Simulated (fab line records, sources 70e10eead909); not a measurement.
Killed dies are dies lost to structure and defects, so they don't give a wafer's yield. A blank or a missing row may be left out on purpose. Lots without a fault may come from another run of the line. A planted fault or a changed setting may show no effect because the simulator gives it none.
A struck lot beside a sound one | flow nand_harc | 44 steps out of a route of 1159
Sound: wafers L747.3, L747.4, L747.6. Struck: wafer L757.5. (L757.1, L757.3 of the same lot were not struck and are left out.) The cause comes at the end.
At each step with rows: each side's tool, then ch and its chambers, then its first start. Under that, the readings that differ: sound wafers | struck wafers | difference of the means | sigmas: that difference in standard deviations of wafers without a fault.
alike: readings whose means differ by less than 2 such deviations, and words and numbers that are the same on both sides. not compared: withheld readings, readings that some wafer has no value for, bounds like >300 that may hide the same value, and numbers for which the record gives no deviation and whose values overlap.
The two part at a step that has a row with sigmas, a row that says differs or no value, or rows on one side only. Numbers that don't overlap but have no deviation are shown without sigmas and don't part them. A reading that every wafer of one side lacks parts them only if that side has two wafers or more.

first, 1 step without rows for these wafers: NHARC_P_STI_ANNEAL_34 (time 1800 s).
NHARC_P_STI_CMP_21: polishes, t overpolish 20 s, target thk 380.67 nm.
  sound on cmp-02 ch 0,1,3, day 4 02:55; struck on cmp-02 ch 3, day 6 13:56
  alike: motor_current_A, overpolish_run_s
then, 7 steps without rows for these wafers: NHARC_P_STI_SRD_35; NHARC_P_STI_ETCH_36 (etches SiO2 in dHF, target depth 38.8 nm); NHARC_P_STI_STRIP_24 (strips Si3N4 in H3PO4); NHARC_P_STI_ETCH_37 (etches SiO2 in dHF, target depth 11 nm); NHARC_P_STI_PRECLEAN_38 (cleans in SC1); NHARC_P_STI_SRD_39; NHARC_P_STI_OXIDE_40 (material SiO2, target thk 10 nm, ox time 1362 s).
NHARC_P_STI_INSPECT_25:
  sound on defect_inspect-02, day 4 11:27; struck on defect_inspect-01, day 6 22:11
  alike: raw_defect_count
then, 1 step without rows for these wafers: NHARC_P_GATE_ETCH_69 (etches SiO2 in dHF, target depth 14 nm).
NHARC_P_GATE_PRECLEAN_70: cleans in SC1.
  sound on wet_bench-01 ch 0,2,5, day 4 11:36; struck on wet_bench-01 ch 0,1,4, day 6 22:20
then, 10 steps without rows for these wafers: NHARC_P_GATE_SRD_01; NHARC_P_GATE_OXIDE_02 (material SiO2, target thk 37.5 nm, ox time 365 s); NHARC_P_GATE_DEHYDRATE_03 (time 120 s); NHARC_P_GATE_HMDS_04 (time 30 s); NHARC_P_GATE_COAT_05; NHARC_P_GATE_SOFTBAKE_06 (time 95 s); NHARC_P_GATE_EBR_07; NHARC_P_GATE_EXPOSE_08 (exposes mask P HV); NHARC_P_GATE_PEB_09 (peb time 85 s); NHARC_P_GATE_DEVELOP_10 (time 70 s).
NHARC_P_GATE_CD_MEAS_11: target cd 1640 nm.
  sound on cd_sem-03 ch 0, day 4 19:38; struck on cd_sem-01 ch 0, day 7 06:09
  alike: cd_nm
then, 1 step without rows for these wafers: NHARC_P_GATE_HARDBAKE_12 (time 80 s).
NHARC_P_GATE_DESCUM_13: chemistry O2, time 3 s.
  sound on rie_diel-03 ch 1,2,3, day 4 19:49; struck on rie_diel-03 ch 3, day 7 06:20
  alike: drypump_motor_current_A, oes_product_au, rf_vpp_V, showerhead_plenum_p_Torr, throttle_valve_pct
  not compared: rf_hours_counter_h
then, 6 steps without rows for these wafers: NHARC_P_GATE_ETCH_14 (etches SiO2 in dHF, target depth 48.8 nm); NHARC_P_GATE_STRIP_15 (strips in SPM, time 780 s); NHARC_P_GATE_PRECLEAN_71 (cleans in SC1); NHARC_P_GATE_SRD_72; NHARC_P_GATE_OXIDE_16 (material SiO2, target thk 3 nm, ox time 392 s); NHARC_P_GATE_CVD_17 (deposits poly-Si, target thk 150 nm, time 900 s).
NHARC_P_GATE_HM_DEP_102: deposits aC, target thk 120 nm.
  sound on acl_dep-02 ch 0, day 5 09:34; struck on acl_dep-02 ch 0, day 7 19:50
  alike: throttle_valve_pct
NHARC_P_GATE_DEP_103: deposits SiON, target thk 30 nm.
  sound on pecvd-01 ch 0,1,2, day 5 10:05; struck on pecvd-01 ch 1, day 7 20:31
  alike: heater_power_w
then, 8 steps without rows for these wafers: NHARC_P_GATE_DEHYDRATE_18 (time 120 s); NHARC_P_GATE_HMDS_19 (time 30 s); NHARC_P_GATE_COAT_20 (resist thk 90 nm); NHARC_P_GATE_SOFTBAKE_21 (time 55 s); NHARC_P_GATE_EBR_22; NHARC_P_GATE_EXPOSE_23 (exposes mask P GATE, target cd 120 nm); NHARC_P_GATE_PEB_24 (peb time 65 s); NHARC_P_GATE_DEVELOP_25 (develop time 35 s).
NHARC_P_GATE_INSPECT_28:
  sound on defect_inspect-02, day 5 10:50; struck on defect_inspect-02, day 7 21:17
  reading          | sound   | struck | difference | sigmas
  raw_defect_count | 16 6 16 | 446    | +433       | +99 or more
NHARC_P_GATE_INSPECT_68:
  sound on defect_inspect-01, day 6 05:28; struck on defect_inspect-02, day 8 15:37
  reading          | sound       | struck | difference | sigmas
  raw_defect_count | 193 275 192 | 594    | +374       | +5
-- the record jumps here: 15 days lie between the struck wafers' starts before and after (it left off in module P_GATE and takes up again in module END, whose first step shown is number 1159 of the route) --
NHARC_END_SORT_01:
  sound on prober-02 ch 0, day 21 01:32; struck on prober-01 ch 0, day 23 09:52
  reading             | sound    | struck | difference | sigmas
  killed_at_periphery | 4 2 5    | 39     | +35        | +17
  killed_dies         | 40 31 37 | 66     | +30        | +3
  alike: killed_at_array, killed_at_other, killed_open, killed_short

WHERE THEY PART
First at NHARC_P_GATE_INSPECT_28; last, within this record, at NHARC_END_SORT_01.

WHY: what the simulator had put in
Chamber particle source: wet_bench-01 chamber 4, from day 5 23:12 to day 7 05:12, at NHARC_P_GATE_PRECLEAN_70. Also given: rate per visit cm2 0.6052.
